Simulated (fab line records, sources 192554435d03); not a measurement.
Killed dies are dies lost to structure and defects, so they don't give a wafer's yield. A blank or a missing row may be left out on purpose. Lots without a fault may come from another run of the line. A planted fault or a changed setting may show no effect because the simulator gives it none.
Which tool did it? | flow n5_finfet | 9 lots, 27 wafers sampled, at 4 steps of a route of 1938

WHAT THE GAUGES READ, wafer by wafer
N5_HKMG_FIN_CD_MEAS_12: target cd 92.8 nm.
lot  | measured    | on        | cd_nm (nm)
L322 | day 4 01:59 | cd_sem-03 | 92.8 93.9 93.8
L323 | day 4 07:24 | cd_sem-01 | 92.5 92.9 93.1
L324 | day 4 15:24 | cd_sem-01 | 92.7 93.1 92.9
L330 | day 6 07:58 | cd_sem-03 | 93.0 92.9 92.8
L335 | day 7 08:07 | cd_sem-02 | 92.9 92.4 92.8
L338 | day 8 02:30 | cd_sem-01 | 93.1 93.0 93.1
L339 | day 8 10:43 | cd_sem-02 | 92.7 92.1 92.3
L342 | day 9 03:11 | cd_sem-02 | 92.2 92.6 91.9
L344 | day 9 16:14 | cd_sem-02 | 93.3 93.1 93.2

WHICH TOOL RAN EACH LOT (tool, then ch and the chambers of the sampled wafers, then the start)
lot  | N5_DUMMY_REMOVAL_HM_STRIP_01      | N5_HKMG_FIN_ALD_79                 | N5_HKMG_FIN_ALD_36
L322 | rie_diel-06 ch 0,2, day 3 20:34   | ald_metal-01 ch 0,1,3, day 4 00:08 | ald_metal-03 ch 0,1,3, day 4 00:57
L323 | rie_diel-01 ch 0,1,3, day 4 02:11 | ald_metal-03 ch 0,2, day 4 05:31   | ald_metal-01 ch 1,3, day 4 06:22
L324 | rie_diel-02 ch 0,3, day 4 10:31   | ald_metal-01 ch 0,2,3, day 4 13:29 | ald_metal-02 ch 0,3, day 4 14:14
L330 | rie_diel-06 ch 2,3, day 6 02:58   | ald_metal-01 ch 1,2, day 6 06:02   | ald_metal-03 ch 0,2, day 6 06:49
L335 | rie_diel-06 ch 0,2,3, day 7 03:06 | ald_metal-01 ch 0,1,3, day 7 06:19 | ald_metal-01 ch 0,1,3, day 7 07:05
L338 | rie_diel-02 ch 1,2,3, day 7 20:52 | ald_metal-02 ch 0,1,3, day 8 00:07 | ald_metal-01 ch 1,2,3, day 8 01:27
L339 | rie_diel-06 ch 2,3, day 8 05:50   | ald_metal-03 ch 0,1,2, day 8 08:48 | ald_metal-02 ch 0,1,2, day 8 09:34
L342 | rie_diel-02 ch 0,1,2, day 8 21:50 | ald_metal-03 ch 0,2,3, day 9 01:11 | ald_metal-03 ch 0,1,2, day 9 02:09
L344 | rie_diel-06 ch 0,3, day 9 11:11   | ald_metal-03 ch 0,1, day 9 14:19   | ald_metal-02 ch 1,2,3, day 9 15:12
- N5_DUMMY_REMOVAL_HM_STRIP_01: strips SiNx in CH3F/O2, stops on poly-Si, target depth 4 nm, time 6.8 s.
- N5_HKMG_FIN_ALD_79: deposits TiN, target thk 1.5 nm, pulse time 1 s, purge time 3 s.
- N5_HKMG_FIN_ALD_36: deposits TiN, target thk 1 nm, pulse time 1 s, purge time 3 s.

THE ANSWER, worked out from the rows above alone
Rule: what is usual is taken from the lots themselves. Put in order of their means at a reading, lots are off if they are a third of the lots or fewer, leave a main group of 4 or more, and stand apart from it by a gap of 3 or more times the standard deviation of the main group's means; of several such gaps the widest counts. A main group whose means are all the same, to the digits that the tables above print for the reading, isn't used. A lot without any number at a reading at which 4 lots or more have one is off too. The other lots that the step has rows for count as sound.
No lot is off at any reading shown: from this, nothing can be told.

WHAT THE SIMULATOR HAD PUT IN
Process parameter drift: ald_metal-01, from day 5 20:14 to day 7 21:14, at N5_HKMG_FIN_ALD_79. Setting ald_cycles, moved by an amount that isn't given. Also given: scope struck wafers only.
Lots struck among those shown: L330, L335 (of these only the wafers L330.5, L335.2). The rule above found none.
